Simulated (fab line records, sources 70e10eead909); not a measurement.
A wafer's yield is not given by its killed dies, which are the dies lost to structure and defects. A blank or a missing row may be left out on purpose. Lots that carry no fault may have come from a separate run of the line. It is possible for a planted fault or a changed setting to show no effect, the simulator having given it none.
Matching of chambers + flow nand harc + NHARC_A_M0_DEP_32 on pecvd-01 has 3 sister chambers
The step deposits SiCN, target thk 30 nm. 6 wafers are shown with their chamber, then 7 later ones without.

## WAFERS PAIRED WITH THEIR CHAMBERS
| wafer  | chamber | heater power w (W) |
|--------|---------|--------------------|
| L082.4 | 0       | 490                |
| L088.3 | 1       | 761                |
| L092.1 | 0       | 528                |
| L092.5 | 2       | 621                |
| L093.1 | 2       | 652                |
| L093.3 | 1       | 770                |

## WAFERS WHOSE CHAMBER IS MISSING
| wafer  | heater power w (W) |
|--------|--------------------|
| L093.4 | 664                |
| L095.2 | 731                |
| L095.4 | 515                |
| L095.6 | 718                |
| L094.1 | 720                |
| L094.2 | 643                |
| L094.5 | 656                |

## EACH ONE'S CHAMBER
| wafer  | from the rows above     | in truth                   |
|--------|-------------------------|----------------------------|
| L093.4 | 2                       | 2                          |
| L095.2 | 1                       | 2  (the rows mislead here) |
| L095.4 | 0                       | 0                          |
| L095.6 | can't be placed: 1 or 2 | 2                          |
| L094.1 | can't be placed: 1 or 2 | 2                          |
| L094.2 | 2                       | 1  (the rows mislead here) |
| L094.5 | 2                       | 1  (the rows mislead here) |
Placed correctly: 2 of 7. These rows do not allow placing 2 (true chamber among the candidates in 2). Wrongly placed: 3.
How it was worked out, from the rows above alone: a wafer's distance from a chamber is the root of the sum, over the readings, of the square of ((its reading less the chamber's mean) divided by the reading's scatter). The wafer belongs to the nearest chamber; if the next one is less than 2 further off, it can't be placed. Each chamber's mean is taken over the wafers shown for it. How the scatter is found: for the shown wafers, subtract from each reading the mean of its chamber, square and add these, divide the total by (wafers less chambers), then take the root.
